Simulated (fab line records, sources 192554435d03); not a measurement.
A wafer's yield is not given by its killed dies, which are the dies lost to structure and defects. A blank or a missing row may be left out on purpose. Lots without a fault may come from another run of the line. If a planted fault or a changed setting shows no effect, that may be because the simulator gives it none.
Split-lot experiment ; flow n5 finfet ; route with 1938 steps; 7 lots, 21 wafers read

SPLIT DETAILS
At N5_GATE_CUT_COAT_27 (time 60 s, resist thk 10 nm), the setting spin rpm was moved away from the recipe's 1500 rpm on 9 of the 21 wafers read, by -7.7% to +5.1%. For the rest of the wafers, this setting stayed at what the recipe calls for.

FROM THE SPLIT TO THE READING: what the file shows between them, 3 steps
- N5_GATE_CUT_COAT_07: resist thk 30 nm
- N5_GATE_CUT_EBR_09
- N5_GATE_CUT_DESCUM_18: chemistry O2, time 7 s

THE READING
etch.depth nm (the simulator's own value, which no gauge read), in nm, at N5_GATE_CUT_ETCH_28 (etches underlayer in N2/H2, target depth 13 nm, time 10.4 s). No usual value for it is given in the file. Across the 12 wafers here that went through the recipe, the average is 9.997 nm and the standard deviation 0.025 nm.

wafer;tool, chamber at the split;spin rpm as run, rpm;against the recipe;etch.depth nm, nm;against lot-mates on the recipe
L080.2;litho track-03, 0;1384;-7.7%;10.42;no lot-mate on the recipe
L080.3;litho track-03, 0;1384;-7.7%;10.41;no lot-mate on the recipe
L080.5;litho track-03, 0;1384;-7.7%;10.44;no lot-mate on the recipe
L082.1;litho track-05, 0;1414;-5.7%;10.28;+0.280
L082.4;litho track-05, 0;1500;recipe;10;-
L082.6;litho track-05, 0;1414;-5.7%;10.26;+0.260
L083.1;litho track-03, 0;1576;+5.1%;9.771;-0.220
L083.3;litho track-03, 0;1576;+5.1%;9.749;-0.242
L083.5;litho track-03, 0;1500;recipe;9.991;-
L090.4;litho track-04, 0;1500;recipe;9.973;-
L090.5;litho track-04, 0;1500;recipe;9.987;-
L090.6;litho track-04, 0;1500;recipe;9.956;-
L091.2;litho track-03, 0;1454;-3.1%;10.19;+0.187
L091.3;litho track-03, 0;1500;recipe;9.996;-
L091.6;litho track-03, 0;1500;recipe;10.01;-
L092.1;litho track-03, 0;1500;recipe;9.988;-
L092.3;litho track-03, 0;1500;recipe;9.975;-
L092.6;litho track-03, 0;1431;-4.6%;10.23;+0.248
L096.1;litho track-04, 0;1500;recipe;10.05;-
L096.5;litho track-04, 0;1500;recipe;10.01;-
L096.6;litho track-04, 0;1500;recipe;10.03;-

THE FIT
A straight line over all 21 wafers: etch.depth nm changes by -0.0517 nm for each +1% of spin rpm; r = -0.99; the points scatter about the line by 0.026 nm.
The same after taking each lot's own level away (the mean of its wafers on the recipe; 18 wafers): -0.0482 nm for each +1%; r = -0.99; scatter 0.016 nm.
The reading moves by 0.37 nm for the largest change in spin rpm, on that fit.
Across the lots, their own levels run from 9.9720 to 10.0300 nm, a range of 2.4 times the standard deviation given above.
Consequently the slope shifts little with the lot-to-lot level, the two slopes agreeing.
Check: with one of the wafers moved furthest among these (-5.7%) left out of the fit, the line predicts +0.281 nm for it against its lot-mates. It came out at +0.28 nm against them.

THE OTHER SPLITS THESE WAFERS WENT THROUGH
Before the reading, these wafers also passed through other splits. Each is held against what the fit with the lots' levels taken away leaves over:
other split on the same wafers;wafers away from the commonest value;r with etch.depth nm (lot level and that fit taken away)
N5_ZERO_LAYER_EXPOSE_08 dose mj;2;-0.48
N5_ZERO_LAYER_DEVELOP_10 develop time s;11;+0.02
N5_WELL_APT_PEB_23 peb temp c;7;+0.12
N5_WELL_APT_DESCUM_30 time s;5;-0.32
N5_DUMMY_GATE_CVD_03 temp c;6;-0.25
N5_DUMMY_GATE_COAT_28 spin rpm;7;+0.01
N5_SPACER0_ALD_00 ald cycles;8;+0.40
N5_HKMG_FIN_PEB_10 peb time s;8;-0.11
N5_HKMG_FIN_ETCH_32 source w;6;+0.34
N5_GATE_CUT_ETCH_58 time s;6;+0.37

THE WHOLE CHAIN: every reading that the file lists as answering this split, in the file's order
step;what it does;reading;change (the file's fit);r (the file's)
N5_GATE_CUT_COAT_27;time 60 s, resist thk 10 nm;underlayer_of_GATE_CUT_COAT_27.thk nm (the simulator's own value, which no gauge read);-0.0414 nm for each +1% of the setting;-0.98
N5_GATE_CUT_ETCH_28;etches underlayer in N2/H2, target depth 13 nm, time 10.4 s;etch.depth nm (the simulator's own value, which no gauge read);-0.0493 nm for each +1% of the setting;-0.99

FILE'S OWN FIT
etch.depth nm changes by -0.0493 nm for each +1% of spin rpm, r = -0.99.
